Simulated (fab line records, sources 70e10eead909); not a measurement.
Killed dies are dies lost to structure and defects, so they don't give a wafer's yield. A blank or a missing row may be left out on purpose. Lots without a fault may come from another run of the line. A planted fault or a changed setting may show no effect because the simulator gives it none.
Chamber matching | flow nand_harc | NHARC_A_CONTACT_ETCH_88 on rie_diel-11: 4 sister chambers
The step etches the open film in CF4, target depth 39 nm, time 65 s. 16 wafers are shown with their chamber, then 8 later ones without.

WAFERS WITH THEIR CHAMBER
wafer  | chamber | showerhead_plenum_p_Torr (Torr) | oes_product_au (a.u.) | rf_vpp_V (V)
L077.3 | 1       | 1.83                            | 0.995                 | 151.4
L077.5 | 2       | 1.90                            | 1.010                 | 151.2
L077.6 | 3       | 1.80                            | 1.016                 | 151.5
L083.1 | 2       | 1.90                            | 1.007                 | 152.5
L083.3 | 0       | 1.77                            | 1.011                 | 151.6
L083.5 | 1       | 1.83                            | 0.989                 | 152.2
L087.1 | 1       | 1.83                            | 0.980                 | 152.3
L087.3 | 0       | 1.77                            | 1.015                 | 150.4
L087.5 | 0       | 1.77                            | 1.005                 | 152.1
L085.3 | 0       | 1.77                            | 1.013                 | 150.3
L085.4 | 1       | 1.83                            | 0.991                 | 151.4
L085.6 | 3       | 1.80                            | 1.013                 | 149.8
L090.1 | 0       | 1.77                            | 0.999                 | 151.7
L090.3 | 1       | 1.82                            | 0.977                 | 152.8
L090.6 | 0       | 1.77                            | 1.007                 | 152.2
L094.1 | 1       | 1.82                            | 0.990                 | 152.5

SIGNATURES (means of the wafers above)
reading                  | chamber 0 | chamber 1 | chamber 2 | chamber 3 | scatter within a chamber
showerhead_plenum_p_Torr | 1.7700    | 1.8267    | 1.9000    | 1.8000    | 0.00333
oes_product_au           | 1.00833   | 0.98700   | 1.00850   | 1.01450   | 0.00595
rf_vpp_V                 | 151.383   | 152.100   | 151.850   | 150.650   | 0.787
Rule: a wafer's distance from a chamber is the root of the sum, over the readings, of the square of ((its reading less the chamber's mean) divided by the reading's scatter). The wafer belongs to the nearest chamber; if the next one is less than 2 further off, it can't be placed. The scatter: the root of (the sum of the squares of (reading less its chamber's mean) over the shown wafers, divided by (wafers less chambers)).

WAFERS WITHOUT THEIR CHAMBER
wafer  | showerhead_plenum_p_Torr (Torr) | oes_product_au (a.u.) | rf_vpp_V (V)
L094.4 | 1.79                            | 1.005                 | 151.3
L094.6 | 1.89                            | 1.022                 | 152.0
L095.1 | 1.89                            | 1.014                 | 152.3
L095.2 | 1.79                            | 1.012                 | 151.4
L095.4 | 1.77                            | 1.010                 | 151.5
L096.3 | 1.82                            | 1.001                 | 151.8
L096.5 | 1.79                            | 1.002                 | 150.9
L096.6 | 1.77                            | 0.997                 | 151.0

WHICH CHAMBER EACH WENT THROUGH
wafer  | from the rows above | in truth
L094.4 | 3                   | 3
L094.6 | 2                   | 2
L095.1 | 2                   | 2
L095.2 | 3                   | 3
L095.4 | 0                   | 0
L096.3 | 1                   | 1
L096.5 | 3                   | 3
L096.6 | 0                   | 0
Placed correctly: 8 of 8. Can't be placed from these rows: 0. Placed wrongly: 0.
